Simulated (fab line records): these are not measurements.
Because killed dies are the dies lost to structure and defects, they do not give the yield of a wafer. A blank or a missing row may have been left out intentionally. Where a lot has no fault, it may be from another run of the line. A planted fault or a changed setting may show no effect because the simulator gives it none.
Chamber matching / flow nand-harc / NHARC_A_CONTACT_ETCH_91 on rie-diel-07: 4 sister chambers
The step etches the open film in CH3F/O2, target depth 40 nm, time 85.7 s. 33 wafers are shown with their chamber, then 12 later ones without.

== WAFERS WITH THEIR CHAMBER ==
wafer=L074.1; chamber=2; drypump-motor-current-A (A)=5.5; showerhead-plenum-p-Torr (Torr)=2.27; rf-vpp-V (V)=240.9
wafer=L074.2; chamber=3; drypump-motor-current-A (A)=6.1; showerhead-plenum-p-Torr (Torr)=2.28; rf-vpp-V (V)=240.3
wafer=L074.5; chamber=1; drypump-motor-current-A (A)=5.7; showerhead-plenum-p-Torr (Torr)=2.51; rf-vpp-V (V)=245.6
wafer=L078.1; chamber=1; drypump-motor-current-A (A)=5.8; showerhead-plenum-p-Torr (Torr)=2.51; rf-vpp-V (V)=244.5
wafer=L078.3; chamber=0; drypump-motor-current-A (A)=5.0; showerhead-plenum-p-Torr (Torr)=2.60; rf-vpp-V (V)=247.4
wafer=L078.5; chamber=0; drypump-motor-current-A (A)=5.0; showerhead-plenum-p-Torr (Torr)=2.60; rf-vpp-V (V)=246.0
wafer=L079.2; chamber=3; drypump-motor-current-A (A)=6.1; showerhead-plenum-p-Torr (Torr)=2.28; rf-vpp-V (V)=240.6
wafer=L079.5; chamber=3; drypump-motor-current-A (A)=6.1; showerhead-plenum-p-Torr (Torr)=2.28; rf-vpp-V (V)=240.1
wafer=L079.6; chamber=0; drypump-motor-current-A (A)=5.0; showerhead-plenum-p-Torr (Torr)=2.60; rf-vpp-V (V)=247.4
wafer=L076.1; chamber=0; drypump-motor-current-A (A)=5.0; showerhead-plenum-p-Torr (Torr)=2.60; rf-vpp-V (V)=246.2
wafer=L076.4; chamber=2; drypump-motor-current-A (A)=5.5; showerhead-plenum-p-Torr (Torr)=2.27; rf-vpp-V (V)=242.1
wafer=L076.6; chamber=1; drypump-motor-current-A (A)=5.7; showerhead-plenum-p-Torr (Torr)=2.51; rf-vpp-V (V)=245.9
wafer=L082.1; chamber=1; drypump-motor-current-A (A)=5.7; showerhead-plenum-p-Torr (Torr)=2.51; rf-vpp-V (V)=246.6
wafer=L082.5; chamber=1; drypump-motor-current-A (A)=5.7; showerhead-plenum-p-Torr (Torr)=2.51; rf-vpp-V (V)=245.5
wafer=L082.6; chamber=2; drypump-motor-current-A (A)=5.5; showerhead-plenum-p-Torr (Torr)=2.66; rf-vpp-V (V)=245.6
wafer=L081.2; chamber=0; drypump-motor-current-A (A)=5.0; showerhead-plenum-p-Torr (Torr)=2.60; rf-vpp-V (V)=244.1
wafer=L081.5; chamber=3; drypump-motor-current-A (A)=6.1; showerhead-plenum-p-Torr (Torr)=2.28; rf-vpp-V (V)=241.8
wafer=L081.6; chamber=0; drypump-motor-current-A (A)=5.0; showerhead-plenum-p-Torr (Torr)=2.60; rf-vpp-V (V)=247.5
wafer=L084.1; chamber=3; drypump-motor-current-A (A)=6.1; showerhead-plenum-p-Torr (Torr)=2.28; rf-vpp-V (V)=242.9
wafer=L084.3; chamber=2; drypump-motor-current-A (A)=5.5; showerhead-plenum-p-Torr (Torr)=2.66; rf-vpp-V (V)=248.4
wafer=L084.4; chamber=0; drypump-motor-current-A (A)=5.0; showerhead-plenum-p-Torr (Torr)=2.60; rf-vpp-V (V)=246.7
wafer=L083.1; chamber=1; drypump-motor-current-A (A)=5.7; showerhead-plenum-p-Torr (Torr)=2.51; rf-vpp-V (V)=245.0
wafer=L083.2; chamber=0; drypump-motor-current-A (A)=5.0; showerhead-plenum-p-Torr (Torr)=2.60; rf-vpp-V (V)=245.7
wafer=L083.3; chamber=2; drypump-motor-current-A (A)=5.6; showerhead-plenum-p-Torr (Torr)=2.66; rf-vpp-V (V)=246.3
wafer=L088.3; chamber=1; drypump-motor-current-A (A)=5.7; showerhead-plenum-p-Torr (Torr)=2.51; rf-vpp-V (V)=247.0
wafer=L088.5; chamber=1; drypump-motor-current-A (A)=5.7; showerhead-plenum-p-Torr (Torr)=2.50; rf-vpp-V (V)=244.9
wafer=L088.6; chamber=0; drypump-motor-current-A (A)=5.0; showerhead-plenum-p-Torr (Torr)=2.59; rf-vpp-V (V)=244.4
wafer=L086.1; chamber=1; drypump-motor-current-A (A)=5.7; showerhead-plenum-p-Torr (Torr)=2.51; rf-vpp-V (V)=245.8
wafer=L086.2; chamber=3; drypump-motor-current-A (A)=6.1; showerhead-plenum-p-Torr (Torr)=2.28; rf-vpp-V (V)=242.1
wafer=L086.3; chamber=0; drypump-motor-current-A (A)=5.0; showerhead-plenum-p-Torr (Torr)=2.59; rf-vpp-V (V)=246.7
wafer=L085.4; chamber=2; drypump-motor-current-A (A)=5.5; showerhead-plenum-p-Torr (Torr)=2.66; rf-vpp-V (V)=246.1
wafer=L085.5; chamber=0; drypump-motor-current-A (A)=5.0; showerhead-plenum-p-Torr (Torr)=2.59; rf-vpp-V (V)=246.3
wafer=L085.6; chamber=3; drypump-motor-current-A (A)=6.1; showerhead-plenum-p-Torr (Torr)=2.28; rf-vpp-V (V)=242.6

SIGNATURES (averages over the wafers above)
reading=drypump-motor-current-A; chamber 0=5.000; chamber 1=5.711; chamber 2=5.517; chamber 3=6.100; scatter within a chamber=0.0244
reading=showerhead-plenum-p-Torr; chamber 0=2.5973; chamber 1=2.5089; chamber 2=2.5300; chamber 3=2.2800; scatter within a chamber=0.0837
reading=rf-vpp-V; chamber 0=246.218; chamber 1=245.644; chamber 2=244.900; chamber 3=241.486; scatter within a chamber=1.51
Rule: distance of a wafer from a chamber = root of the sum over the readings of ((wafer's reading minus chamber's mean) / reading's scatter) squared. If the next closest chamber is less than 2 further off than the closest, the wafer can't be placed; otherwise it belongs to the closest. The scatter: take each reading less its chamber's mean, square it, sum over the shown wafers, divide by the number of wafers less the number of chambers, and take the root.

== WAFERS WHOSE CHAMBER IS MISSING ==
wafer=L091.1; drypump-motor-current-A (A)=6.1; showerhead-plenum-p-Torr (Torr)=2.28; rf-vpp-V (V)=242.3
wafer=L091.3; drypump-motor-current-A (A)=5.0; showerhead-plenum-p-Torr (Torr)=2.59; rf-vpp-V (V)=246.4
wafer=L091.5; drypump-motor-current-A (A)=5.7; showerhead-plenum-p-Torr (Torr)=2.50; rf-vpp-V (V)=245.1
wafer=L087.1; drypump-motor-current-A (A)=5.7; showerhead-plenum-p-Torr (Torr)=2.50; rf-vpp-V (V)=245.8
wafer=L087.4; drypump-motor-current-A (A)=6.1; showerhead-plenum-p-Torr (Torr)=2.28; rf-vpp-V (V)=240.5
wafer=L087.6; drypump-motor-current-A (A)=6.1; showerhead-plenum-p-Torr (Torr)=2.28; rf-vpp-V (V)=241.4
wafer=L093.1; drypump-motor-current-A (A)=6.1; showerhead-plenum-p-Torr (Torr)=2.27; rf-vpp-V (V)=242.1
wafer=L093.2; drypump-motor-current-A (A)=5.0; showerhead-plenum-p-Torr (Torr)=2.59; rf-vpp-V (V)=244.9
wafer=L093.6; drypump-motor-current-A (A)=5.0; showerhead-plenum-p-Torr (Torr)=2.59; rf-vpp-V (V)=245.8
wafer=L095.1; drypump-motor-current-A (A)=5.1; showerhead-plenum-p-Torr (Torr)=2.59; rf-vpp-V (V)=245.1
wafer=L095.2; drypump-motor-current-A (A)=6.1; showerhead-plenum-p-Torr (Torr)=2.27; rf-vpp-V (V)=241.8
wafer=L095.4; drypump-motor-current-A (A)=5.7; showerhead-plenum-p-Torr (Torr)=2.50; rf-vpp-V (V)=245.7

== EACH ONE'S CHAMBER ==
wafer=L091.1; from the rows above=3; in truth=3
wafer=L091.3; from the rows above=0; in truth=0
wafer=L091.5; from the rows above=1; in truth=1
wafer=L087.1; from the rows above=1; in truth=1
wafer=L087.4; from the rows above=3; in truth=3
wafer=L087.6; from the rows above=3; in truth=3
wafer=L093.1; from the rows above=3; in truth=3
wafer=L093.2; from the rows above=0; in truth=0
wafer=L093.6; from the rows above=0; in truth=0
wafer=L095.1; from the rows above=0; in truth=0
wafer=L095.2; from the rows above=3; in truth=3
wafer=L095.4; from the rows above=1; in truth=1
Correctly placed: 12 of 12. Can't be placed from these rows: 0. 0 placed wrongly.
